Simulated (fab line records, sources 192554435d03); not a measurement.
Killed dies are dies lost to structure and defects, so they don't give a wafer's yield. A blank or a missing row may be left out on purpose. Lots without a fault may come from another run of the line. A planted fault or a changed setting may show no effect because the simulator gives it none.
A struck lot beside a sound one | flow n5_finfet | 15 steps out of a route of 1938
Sound: wafers L262.1, L262.2, L262.4. Struck: wafers L272.2, L272.3, L272.5. The cause comes at the end.
At each step with rows: each side's tool, then ch and its chambers, then its first start. Under that, the readings that differ: sound wafers | struck wafers | difference of the means | sigmas: that difference in standard deviations of wafers without a fault.
alike: readings whose means differ by less than 2 such deviations, and words and numbers that are the same on both sides. not compared: withheld readings, readings that some wafer has no value for, bounds like >300 that may hide the same value, and numbers for which the record gives no deviation and whose values overlap.
The two part at a step that has a row with sigmas, a row that says differs or no value, or rows on one side only. Numbers that don't overlap but have no deviation are shown without sigmas and don't part them. A reading that every wafer of one side lacks parts them only if that side has two wafers or more.

first, 11 steps without rows for these wafers: N5_HKMG_FIN_DESCUM_17 (chemistry O2, time 7.9 s); N5_HKMG_FIN_ETCH_31 (etches SiARC in CF4, target depth 45.5 nm, time 75.8 s); N5_HKMG_FIN_ETCH_32 (etches SOC in N2/H2, target depth 240 nm, time 300 s); N5_HKMG_FIN_STRIP_33 (strips in N2/H2); N5_HKMG_FIN_STRIP_34 (strips in CF4); N5_HKMG_FIN_ETCH_35 (etches SOC in N2/H2, target depth 215.8 nm, time 243.4 s); N5_HKMG_FIN_STRIP_92 (strips SOC in N2/H2, time 20 s); N5_HKMG_FIN_WET_ETCH_18 (etches TiN in SC1, time 55 s, target depth 5.2 nm, rinse time 30 s); N5_HKMG_FIN_STRIP_19 (strips in N2/H2, time 360 s); N5_HKMG_FIN_ALD_91 (deposits TiN, target thk 1 nm, pulse time 1 s, purge time 3 s); N5_HKMG_FIN_COAT_85 (time 60 s, resist thk 300 nm).
N5_HKMG_FIN_ETCH_86: etches SOC in N2/H2, stops on TiN, target depth 393.2 nm.
  sound on rie_diel-06 ch 0,3, day 5 10:34; struck on rie_diel-06 ch 0,2,3, day 8 02:00
  reading                                   | sound             | struck               | difference | sigmas
  rf_fwd_power_W (W)                        | 840.7 844.2 840.2 | 1044.7 1049.4 1047.5 | +205.5     | +73
  rf_vpp_V (V)                              | 242.3 241.4 240.6 | 223.7 222.9 225.0    | -17.6      | -14
  model.SOC_of_HKMG_FIN_COAT_85.thk_nm (nm) | 20.2 20.8 20.8    | 8.6 8.6 8.6          | -12.0      |
  model.TiN_of_HKMG_FIN_ALD_91.thk_nm (nm)  | 1 1 1             | 0 0 0                | -1         |
  alike: drypump_motor_current_A, oes_product_au, showerhead_plenum_p_Torr, throttle_valve_pct
  not compared: rf_hours_counter_h
then, 1 step without rows for these wafers: N5_HKMG_FIN_STRIP_89 (strips SOC in N2/H2, time 20 s).
N5_BEOL_M4_RC_MEAS_101:
  the record has rows for the sound wafers here (prober-01 ch 0, day 8 20:08) and none for the struck ones
-- the record jumps here: 7 days lie between the struck wafers' starts before and after (it left off in module BEOL_M4 and takes up again in module PASSIVATION, whose first step shown is number 1936 of the route) --
N5_PASSIVATION_PROBE_49:
  the record has rows for the struck wafers here (prober-02, day 15 13:52) and none for the sound ones

WHERE THEY PART
First at N5_HKMG_FIN_ETCH_86; last, within this record, at N5_PASSIVATION_PROBE_49.

WHY: what the simulator had put in
Process parameter drift: rie_diel-06, from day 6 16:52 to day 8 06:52, at N5_HKMG_FIN_ETCH_86. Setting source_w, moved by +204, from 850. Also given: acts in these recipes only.
